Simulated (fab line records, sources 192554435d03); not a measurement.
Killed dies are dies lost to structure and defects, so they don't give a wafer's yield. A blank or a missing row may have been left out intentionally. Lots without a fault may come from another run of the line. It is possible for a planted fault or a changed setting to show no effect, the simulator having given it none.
Matching of chambers -- flow n5-finfet -- N5_BEOL_M5_CO_CAP_78 on cvd-co-01: 3 sister chambers
The step material Co, precursor CCTBA/H2, target thk 2 nm, time 102.1 s. 14 wafers are shown with their chamber, then 7 later ones without.

WAFERS, EACH WITH ITS CHAMBER
wafer,chamber,heater-power-w (W)
L512.2,1,238
L512.5,1,235
L512.6,2,238
L513.1,2,231
L513.4,0,249
L513.6,1,239
L515.1,2,230
L515.2,0,249
L515.5,2,235
L519.2,1,241
L519.3,0,252
L519.6,0,250
L520.2,1,242
L520.5,1,245

SIGNATURES (means of the wafers above)
reading,chamber 0,chamber 1,chamber 2,scatter within a chamber
heater-power-w,250.00,240.00,233.50,3.12
Rule: a wafer's distance from a chamber is the root of the sum, over the readings, of the square of ((its reading less the chamber's mean) divided by the reading's scatter). The wafer belongs to the nearest chamber; if the next one is less than 2 further off, it can't be placed. The scatter: the root of (the sum of the squares of (reading less its chamber's mean) over the shown wafers, divided by (wafers less chambers)).

WAFERS WITH NO CHAMBER GIVEN
wafer,heater-power-w (W)
L520.6,250
L518.1,248
L518.5,234
L518.6,236
L527.1,227
L527.2,248
L527.5,243

CHAMBER TAKEN BY EACH
wafer,from the rows above,in truth
L520.6,0,0
L518.1,can't be placed: 0 or 1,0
L518.5,can't be placed: 2 or 1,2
L518.6,can't be placed: 2 or 1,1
L527.1,2,2
L527.2,can't be placed: 0 or 1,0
L527.5,can't be placed: 1 or 0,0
Correct placement for 2 of the 7. These rows do not allow placing 5 (true chamber among the candidates in 5). 0 placed wrongly.
